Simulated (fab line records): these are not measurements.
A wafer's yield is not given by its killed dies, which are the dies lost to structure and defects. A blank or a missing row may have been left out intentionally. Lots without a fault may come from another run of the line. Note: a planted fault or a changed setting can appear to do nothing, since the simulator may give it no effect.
Matching of chambers / flow nand-harc / NHARC_A_M1_CMP_23 on cmp-03: 4 sister chambers
The step polishes, t overpolish 20 s, target thk 154.34 nm. 16 wafers are shown with their chamber, then 8 later ones without.

## WAFERS PAIRED WITH THEIR CHAMBERS
wafer=L995.2; chamber=0; motor-current-A (A)=12.6; time-to-endpoint-s (s)=26.4
wafer=L995.5; chamber=3; motor-current-A (A)=12.4; time-to-endpoint-s (s)=24.0
wafer=L995.6; chamber=2; motor-current-A (A)=11.0; time-to-endpoint-s (s)=29.6
wafer=L101.2; chamber=0; motor-current-A (A)=13.4; time-to-endpoint-s (s)=25.6
wafer=L101.3; chamber=1; motor-current-A (A)=11.6; time-to-endpoint-s (s)=27.4
wafer=L101.5; chamber=2; motor-current-A (A)=11.7; time-to-endpoint-s (s)=29.0
wafer=L108.4; chamber=3; motor-current-A (A)=13.0; time-to-endpoint-s (s)=30.2
wafer=L108.5; chamber=3; motor-current-A (A)=12.8; time-to-endpoint-s (s)=27.9
wafer=L108.6; chamber=2; motor-current-A (A)=11.4; time-to-endpoint-s (s)=31.2
wafer=L107.2; chamber=0; motor-current-A (A)=13.0; time-to-endpoint-s (s)=29.4
wafer=L107.3; chamber=1; motor-current-A (A)=11.4; time-to-endpoint-s (s)=33.0
wafer=L107.5; chamber=1; motor-current-A (A)=11.5; time-to-endpoint-s (s)=33.1
wafer=L109.1; chamber=3; motor-current-A (A)=12.3; time-to-endpoint-s (s)=25.5
wafer=L109.2; chamber=0; motor-current-A (A)=13.0; time-to-endpoint-s (s)=24.6
wafer=L109.3; chamber=2; motor-current-A (A)=11.6; time-to-endpoint-s (s)=27.3
wafer=L111.2; chamber=1; motor-current-A (A)=11.9; time-to-endpoint-s (s)=28.4

SIGNATURES (averages over the wafers above)
reading=motor-current-A; chamber 0=13.000; chamber 1=11.600; chamber 2=11.425; chamber 3=12.625; scatter within a chamber=0.299
reading=time-to-endpoint-s; chamber 0=26.500; chamber 1=30.475; chamber 2=29.275; chamber 3=26.900; scatter within a chamber=2.41
Rule: distance of a wafer from a chamber = root of the sum over the readings of ((wafer's reading minus chamber's mean) / reading's scatter) squared. The wafer belongs to the nearest chamber; if the next one is less than 2 further off, it can't be placed. The scatter: the root of (the sum of the squares of (reading less its chamber's mean) over the shown wafers, divided by (wafers less chambers)).

## WAFERS MISSING THEIR CHAMBER
wafer=L111.5; motor-current-A (A)=12.7; time-to-endpoint-s (s)=26.9
wafer=L111.6; motor-current-A (A)=12.4; time-to-endpoint-s (s)=25.8
wafer=L114.2; motor-current-A (A)=12.1; time-to-endpoint-s (s)=27.9
wafer=L114.3; motor-current-A (A)=11.8; time-to-endpoint-s (s)=28.8
wafer=L114.6; motor-current-A (A)=11.5; time-to-endpoint-s (s)=28.3
wafer=L117.1; motor-current-A (A)=11.7; time-to-endpoint-s (s)=25.4
wafer=L117.2; motor-current-A (A)=13.1; time-to-endpoint-s (s)=23.4
wafer=L117.4; motor-current-A (A)=12.3; time-to-endpoint-s (s)=22.7

## CHAMBER TAKEN BY EACH
wafer=L111.5; from the rows above=can't be placed: 3 or 0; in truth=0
wafer=L111.6; from the rows above=can't be placed: 3 or 0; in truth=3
wafer=L114.2; from the rows above=can't be placed: 3 or 1 or 2 or 0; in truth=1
wafer=L114.3; from the rows above=can't be placed: 1 or 2 or 3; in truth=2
wafer=L114.6; from the rows above=can't be placed: 2 or 1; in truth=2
wafer=L117.1; from the rows above=can't be placed: 2 or 1 or 3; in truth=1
wafer=L117.2; from the rows above=can't be placed: 0 or 3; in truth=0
wafer=L117.4; from the rows above=can't be placed: 3 or 0 or 1 or 2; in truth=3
Correct placement for 0 of the 8. Can't be placed from these rows: 8 (the true chamber is among the candidates in 8). Wrongly placed: 0.
